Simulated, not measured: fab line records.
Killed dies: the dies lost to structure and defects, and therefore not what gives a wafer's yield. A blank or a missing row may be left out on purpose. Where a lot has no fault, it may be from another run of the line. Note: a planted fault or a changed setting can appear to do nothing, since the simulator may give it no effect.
Chamber matching | flow n5_finfet | 4 sister chambers for N5_BEOL_M13_DESCUM_33 on rie_diel-05
The step chemistry O2, time 7.9 s. 8 wafers are shown with their chamber, then 8 later ones without.

== WAFERS, EACH WITH ITS CHAMBER ==
wafer  | chamber | throttle_valve_pct (%) | showerhead_plenum_p_Torr (Torr)
L077.5 | 3       | 20.69                  | 2.16
L076.4 | 3       | 20.68                  | 2.16
L082.1 | 2       | 19.94                  | 2.24
L082.4 | 0       | 20.60                  | 2.22
L084.1 | 1       | 20.25                  | 2.07
L084.3 | 0       | 20.62                  | 2.21
L084.4 | 2       | 19.94                  | 2.24
L085.3 | 1       | 20.24                  | 2.06

== WAFERS MISSING THEIR CHAMBER ==
wafer  | throttle_valve_pct (%) | showerhead_plenum_p_Torr (Torr)
L085.5 | 19.95                  | 2.23
L085.6 | 20.61                  | 2.21
L088.1 | 20.26                  | 2.06
L088.2 | 20.40                  | 2.15
L088.4 | 19.97                  | 2.23
L094.1 | 20.29                  | 2.06
L094.3 | 20.42                  | 2.15
L094.5 | 19.96                  | 2.23

== EACH ONE'S CHAMBER ==
wafer  | from the rows above     | in truth
L085.5 | 2                       | 2
L085.6 | 0                       | 0
L088.1 | 1                       | 1
L088.2 | 1                       | 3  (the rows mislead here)
L088.4 | 2                       | 2
L094.1 | 1                       | 1
L094.3 | can't be placed: 0 or 1 | 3
L094.5 | 2                       | 2
Correctly placed: 6 of 8. Unplaceable from these rows: 1, with the true chamber sitting among the candidates in 0. Placed wrongly: 1.
How it was worked out, from the rows above alone: a wafer's distance from a chamber is the root of the sum, over the readings, of the square of ((its reading less the chamber's mean) divided by the reading's scatter). The wafer belongs to the nearest chamber; if the next one is less than 2 further off, it can't be placed. The mean given for a chamber averages the wafers shown for that chamber. How the scatter is found: for the shown wafers, subtract from each reading the mean of its chamber, square and add these, divide the total by (wafers less chambers), then take the root.
